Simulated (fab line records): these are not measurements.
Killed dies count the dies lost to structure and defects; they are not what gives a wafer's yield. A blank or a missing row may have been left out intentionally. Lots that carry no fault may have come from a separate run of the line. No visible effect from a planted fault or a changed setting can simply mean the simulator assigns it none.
Matching of chambers	flow n5Finfet	4 sister chambers for N5_DUMMY_GATE_ETCH_31 on rieDiel-03
The step etches SiO2 in C4F6/O2, target depth 82.5 nm, time 27.5 s. 4 wafers are shown with their chamber, then 8 later ones without.

## EACH WAFER AND ITS CHAMBER
wafer	chamber	rfVppV (V)
L087.1	1	650
L087.2	0	687
L087.4	3	675
L094.1	2	690

## WAFERS WITH NO CHAMBER GIVEN
wafer	rfVppV (V)
L094.5	690
L094.6	648
L095.1	650
L095.2	691
L095.5	674
L097.3	650
L097.5	676
L097.6	689

## CHAMBER TAKEN BY EACH
wafer	from the rows above	in truth
L094.5	2	2
L094.6	1	1
L095.1	1	1
L095.2	2	2
L095.5	3	3
L097.3	1	1
L097.5	3	3
L097.6	can't be placed: 2 or 0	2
7 of 8 placed correctly. Not placeable from these rows: 1 (in 1, the candidates include the true chamber). Placed wrongly: 0.
How it was worked out, from the rows above alone: a wafer's distance from a chamber is the root of the sum, over the readings, of the square of ((its reading less the chamber's mean) divided by the reading's scatter). The wafer belongs to the nearest chamber; if the next one is less than 2 further off, it can't be placed. Each chamber's mean is taken over the wafers shown for it. The scatter: root of mean squared gap, hidden wafer to nearest shown wafer, with one shown wafer a chamber.
